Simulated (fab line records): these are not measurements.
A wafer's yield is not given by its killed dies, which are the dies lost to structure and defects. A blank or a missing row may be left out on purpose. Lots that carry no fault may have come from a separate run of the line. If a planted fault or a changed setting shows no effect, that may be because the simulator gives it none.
Struck lot and sound lot, side by side :: flow n5-finfet :: 19 out of 1938 route steps
Sound: wafers L720.1, L720.5, L720.6. Struck: wafers L725.2, L725.4, L725.6. At the end, the cause is stated.
At each step with rows: each side's tool, then ch and its chambers, then its first start. Under that, the readings that differ: sound wafers :: struck wafers :: difference of the means :: sigmas: that difference in standard deviations of wafers without a fault.
alike: same words and numbers on both sides, and readings whose means sit less than 2 such deviations apart. not compared: any withheld reading, any reading some wafer has no value for, any bound like >300 that may hide the same value, and any number with overlapping values for which the record gives no deviation.
The two part at a step that has a row with sigmas, a row that says differs or no value, or rows on one side only. Numbers that don't overlap but have no deviation are shown without sigmas and don't part them. A reading missing from all wafers of one side parts the sides only when that side holds two or more wafers.

N5_BEOL_M14_CMP_49: polishes, stops on SiO2, t overpolish 5.2 s, target thk 560 nm.
  sound on cmp-02 ch 2,3, day 11 05:01; struck on cmp-01 ch 0,2,3, day 12 10:02
  alike: barrier-field-endpoint-s, clearing-platen-down-force-psi, head-pressure-psi, motor-current-A, overpolish-run-s, slurry-flow-ml-min, time-to-endpoint-s
N5_BEOL_M14_THK_MEAS_50: measures by xrf.
  struck on film-metro-01, day 12 10:19; sound on film-metro-01, day 11 05:19
  alike: M14_THK
then, 1 step without rows for these wafers: N5_BEOL_M14_PRE_CLEAN_52 (time 15 s).
N5_BEOL_M14_DEP_53: deposits SiCN from 3MS/NH3, target thk 50 nm, time 17.8 s.
  sound on pecvd-02 ch 1,2, day 11 05:22; struck on pecvd-01 ch 0,1, day 12 10:23
  alike: showerhead-plenum-p-Torr, throttle-valve-pct
  not compared: since-wet-clean-h
N5_BEOL_M14_RS_MEAS_54: the measuring method here is four-point-probe.
  struck on film-metro-01, day 12 10:27; sound on film-metro-01, day 11 05:26
  alike: M14_RS
N5_BEOL_M14_INSPECT_55: inspects for defects (darkfield).
  struck on defect-inspect-02, day 12 10:29; sound on defect-inspect-01, day 11 05:28
  alike: raw-defect-count
N5_BEOL_M15_ILD_DEP_00: deposits SiO2 from TEOS/O2, target thk 1629.3 nm, time 346.1 s.
  sound on pecvd-03 ch 1,2, day 11 05:30; struck on pecvd-02 ch 0,1, day 12 10:31
  alike: heater-power-w, showerhead-plenum-p-Torr, susceptor-temp-C, throttle-valve-pct
  not compared: since-wet-clean-h
N5_BEOL_M15_THK_MEAS_01:
  struck on film-metro-02, day 12 10:46; sound on film-metro-02, day 11 05:45
  alike: M15_ILD_THK
then, 4 steps without rows for these wafers: N5_BEOL_M15_COAT_58 (time 60 s, resist thk 89 nm); N5_BEOL_M15_COAT_04 (resist thk 800 nm); N5_BEOL_M15_EBR_06; N5_BEOL_M15_SOFTBAKE_05 (time 60 s).
N5_BEOL_M15_EXPOSE_07: exposes mask V14.
  sound on krf-scanner-02 ch 0, day 11 06:01; struck on krf-scanner-01 ch 0, day 12 10:54
reading: model.BEOL_M15.overlay-x-nm (nm)
sound: 2.4 2.4 2.4
struck: 39.8 39.8 39.8
difference: +37.4
sigmas: 
  alike: mask
then, 3 steps without rows for these wafers: N5_BEOL_M15_PEB_08 (peb time 90 s); N5_BEOL_M15_DEVELOP_09 (develop time 45 s); N5_BEOL_M15_HARDBAKE_14 (time 120 s).
N5_BEOL_M15_CD_MEAS_10: target cd 360 nm.
  sound on cd-sem-02 ch 0, day 11 06:11; struck on cd-sem-01 ch 0, day 12 11:04
  alike: cd-nm
N5_BEOL_M15_OVL_MEAS_11:
  sound on overlay-02 ch 0, day 11 06:13; struck on overlay-01 ch 0, day 12 11:06
reading: V14_OVL (nm)
sound: 0 -1 0
struck: 46 41 42
difference: +43
sigmas: +11
N5_BEOL_M15_INSPECT_12: inspects for defects (macro).
  struck on defect-inspect-01, day 12 11:07; sound on defect-inspect-02, day 11 06:14
  alike: raw-defect-count

WHERE THEY PART
At N5_BEOL_M15_OVL_MEAS_11 and nowhere else, as far as this record goes. Later steps at which nothing parts them and some readings are alike: N5_BEOL_M15_INSPECT_12.

WHY: the cause the simulator had injected
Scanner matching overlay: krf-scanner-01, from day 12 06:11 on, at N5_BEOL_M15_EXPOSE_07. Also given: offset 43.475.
